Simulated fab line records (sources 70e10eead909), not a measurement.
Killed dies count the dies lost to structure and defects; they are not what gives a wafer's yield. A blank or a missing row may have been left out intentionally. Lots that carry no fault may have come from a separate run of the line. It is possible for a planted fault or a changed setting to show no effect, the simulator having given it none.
Matching of chambers | flow nand_harc | rie_diel-08 running NHARC_A_STAIRCASE_DESCUM_219: 4 sister chambers
The step chemistry O2, time 3 s. 14 wafers are shown with their chamber, then 7 later ones without.

## WAFERS PAIRED WITH THEIR CHAMBERS
wafer  | chamber | showerhead_plenum_p_Torr (Torr) | throttle_valve_pct (%) | oes_product_au (a.u.)
L077.2 | 2       | 1.93                            | 11.317                 | 1.007
L077.3 | 1       | 2.06                            | 11.310                 | 1.019
L077.5 | 2       | 1.93                            | 11.308                 | 1.006
L078.1 | 1       | 2.06                            | 11.316                 | 1.016
L078.2 | 0       | 1.94                            | 11.316                 | 1.013
L078.5 | 0       | 1.94                            | 11.305                 | 1.013
L083.2 | 1       | 2.05                            | 11.304                 | 1.004
L083.4 | 2       | 1.92                            | 11.302                 | 1.011
L083.6 | 0       | 1.93                            | 11.294                 | 1.000
L084.2 | 1       | 2.05                            | 11.303                 | 1.016
L084.4 | 3       | 2.05                            | 11.314                 | 1.010
L084.6 | 3       | 2.05                            | 11.323                 | 1.014
L087.2 | 3       | 2.05                            | 11.313                 | 1.006
L087.5 | 2       | 1.92                            | 11.308                 | 1.004

SIGNATURES, as means of the wafers listed above
reading                  | chamber 0 | chamber 1 | chamber 2 | chamber 3 | scatter within a chamber
showerhead_plenum_p_Torr | 1.9367    | 2.0550    | 1.9250    | 2.0500    | 0.00516
throttle_valve_pct       | 11.30500  | 11.30825  | 11.30875  | 11.31667  | 0.00725
oes_product_au           | 1.00867   | 1.01375   | 1.00700   | 1.01000   | 0.00551
Rule: a wafer lies at a distance from a chamber equal to the root of the sum of squares, over the readings, of (its reading less the chamber's mean, divided by the reading's scatter). The wafer belongs to the nearest chamber; if the next one is less than 2 further off, it can't be placed. The scatter is the square root of a quotient: the sum, over the shown wafers, of each reading's squared deviation from its chamber's mean, divided by wafers minus chambers.

## WAFERS WITH NO CHAMBER GIVEN
wafer  | showerhead_plenum_p_Torr (Torr) | throttle_valve_pct (%) | oes_product_au (a.u.)
L087.6 | 2.04                            | 11.316                 | 1.002
L089.1 | 2.04                            | 11.311                 | 0.996
L089.3 | 2.05                            | 11.322                 | 0.996
L089.6 | 1.93                            | 11.304                 | 1.011
L097.3 | 1.92                            | 11.308                 | 0.995
L097.4 | 1.90                            | 11.319                 | 0.999
L097.6 | 1.92                            | 11.324                 | 0.987

## CHAMBER TAKEN BY EACH
wafer  | from the rows above     | in truth
L087.6 | can't be placed: 3 or 1 | 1
L089.1 | can't be placed: 3 or 1 | 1
L089.3 | can't be placed: 3 or 1 | 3
L089.6 | can't be placed: 0 or 2 | 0
L097.3 | can't be placed: 2 or 0 | 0
L097.4 | 2                       | 2
L097.6 | can't be placed: 2 or 0 | 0
Correctly placed: 1 of 7. Can't be placed from these rows: 6 (the true chamber is among the candidates in 6). 0 placed wrongly.
